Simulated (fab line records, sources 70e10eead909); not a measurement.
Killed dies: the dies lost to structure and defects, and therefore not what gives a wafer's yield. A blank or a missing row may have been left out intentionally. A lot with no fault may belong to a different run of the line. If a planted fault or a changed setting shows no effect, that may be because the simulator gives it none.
A lot that was struck, set against a sound lot || flow nand-harc || 15 out of 1302 route steps
Sound: wafers L839.1, L839.5, L839.6. Wafers struck: L846.1, L846.3, L846.6. The cause is given at the end.
Order at every step that has rows: each side's tool, ch and its chambers, its first start. Under that, the readings that differ: sound wafers || struck wafers || difference of the means || sigmas: that difference in standard deviations of wafers without a fault.
alike: a reading whose means differ by less than 2 such deviations, as well as words and numbers matching on both sides. not compared: withheld readings; readings where some wafer has no value; bounds like >300 that might hide an equal value; numbers whose values overlap and for which the record gives no deviation.
A row with sigmas, a row that says differs or no value, or rows on one side alone: a step with any of these is where the two part. Numbers that don't overlap but have no deviation are shown without sigmas and don't part them. A reading that every wafer of one side lacks parts them only if that side has two wafers or more.

NHARC_P_M2_PVD_20: deposits TaN, target thk 5 nm, time 8.06 s.
  sound on pvd-sputter-03; struck on pvd-sputter-02
  alike: bias-v, cathode-dc-power-W, throttle-valve-pct
NHARC_P_M2_PVD_21: deposits Cu, target thk 30 nm, time 20.49 s.
  sound on pvd-sputter-03; struck on pvd-sputter-02
  alike: cathode-dc-power-W, throttle-valve-pct
then, 1 step without rows for these wafers: NHARC_P_M2_ECD_22 (material Cu, target thk 400 nm).
NHARC_P_M2_ANNEAL_31: time 90 s.
  sound on rtp-anneal-01 ch 0, day 12 16:22; struck on rtp-anneal-01 ch 0, day 15 14:26
  alike: anneal-temp-c, wafer_temp_C_max
NHARC_P_M2_CMP_23: polishes, t overpolish 20 s, target thk 144.3 nm.
  sound on cmp-01 ch 0,3, day 12 16:44; struck on cmp-01 ch 1,2,3, day 15 14:50
  alike: edge-zone-pressure-frac, motor-current-A, time-to-endpoint-s
NHARC_P_M2_THK_MEAS_24: measures by xrf.
  sound: film-metro-01 at day 12 17:01; struck: film-metro-02 at day 15 15:06
  alike: thk-nm
next, for these wafers, 1 step has no rows: NHARC_P_M2_SRD_25.
NHARC_P_M2_INSPECT_27:
  sound: defect-inspect-02 at day 12 17:10; struck: defect-inspect-02 at day 15 15:15
  alike: raw-defect-count
then, 2 steps without rows for these wafers: NHARC_P_M2_PRE_CLEAN_32 (time 12 s); NHARC_P_M2_DEP_33 (deposits SiCN, target thk 30 nm).
NHARC_P_BONDPAD_DEP_00: deposits SiCN, target thk 250 nm.
  sound on pecvd-02 ch 0,1,2; struck on pecvd-03 ch 0,2, day 15 15:59
  alike: chamber-pressure-Torr, heater-power-w
NHARC_P_BONDPAD_CMP_32: polishes SiCN, target thk 200 nm.
  sound on cmp-03 ch 0,3, day 12 18:07; struck on cmp-03 ch 0,2, day 15 16:24
  no value came back on the struck wafers for edge-zone-pressure-frac, motor-current-A (A); on the sound wafers edge-zone-pressure-frac reads 0.996 1.000 1.000
NHARC_P_BONDPAD_THK_MEAS_33: measures by ellipsometry.
  sound: film-metro-02 at day 12 18:22; struck: film-metro-01 at day 15 16:39
{"reading": "thk-nm (nm)", "sound": "198.4 197.7 197.1", "struck": "250.1 245.5 251.2", "difference": "+51.2", "sigmas": "+37"}
next, for these wafers, 1 step has no rows: NHARC_P_BONDPAD_SRD_34.
-- break in the record here, with 18 days between the starts of the struck wafers on either side (left off in module P_BONDPAD, picked up again in module END, where the first step shown is number 1302 on the route) --
NHARC_END_SORT_01:
  sound on prober-02 ch 0, day 30 00:36; struck on prober-02 ch 0, day 33 23:29
{"reading": "defect-limited-yield (%)", "sound": "86.3 86.0 87.3", "struck": "0 0 0", "difference": -87, "sigmas": -30}
{"reading": "killed-at-periphery", "sound": "3 2 5", "struck": "627 625 622", "difference": "+621", "sigmas": "+99 or more"}
{"reading": "killed-dies", "sound": "93 95 86", "struck": "677 677 677", "difference": "+586", "sigmas": "+29"}
{"reading": "sort_bin_2_pct (%)", "sound": "5.3 4.6 4.9", "struck": "94.7 96.0 94.1", "difference": "+90.0", "sigmas": "+69"}
{"reading": "sort_bin_4_pct (%)", "sound": "7.7 8.7 7.2", "struck": "4.1 3.2 5.5", "difference": -3.6, "sigmas": -2}
{"reading": "sort-n-pass", "sound": "584 582 591", "struck": "0 0 0", "difference": -586, "sigmas": -29}
{"reading": "sort-rim-yield-pct (%)", "sound": "91 92 82", "struck": "0 0 0", "difference": -88, "sigmas": -22}
{"reading": "sort-yield-pct (%)", "sound": "86.3 86.0 87.3", "struck": "0 0 0", "difference": -87, "sigmas": -30}
  alike: killed-at-array, killed-at-other, killed-open, killed-short, sort_bin_3_pct

WHERE THEY PART
At NHARC_P_BONDPAD_CMP_32 first; at NHARC_END_SORT_01 last (within this record only).

WHY: the cause the simulator had injected
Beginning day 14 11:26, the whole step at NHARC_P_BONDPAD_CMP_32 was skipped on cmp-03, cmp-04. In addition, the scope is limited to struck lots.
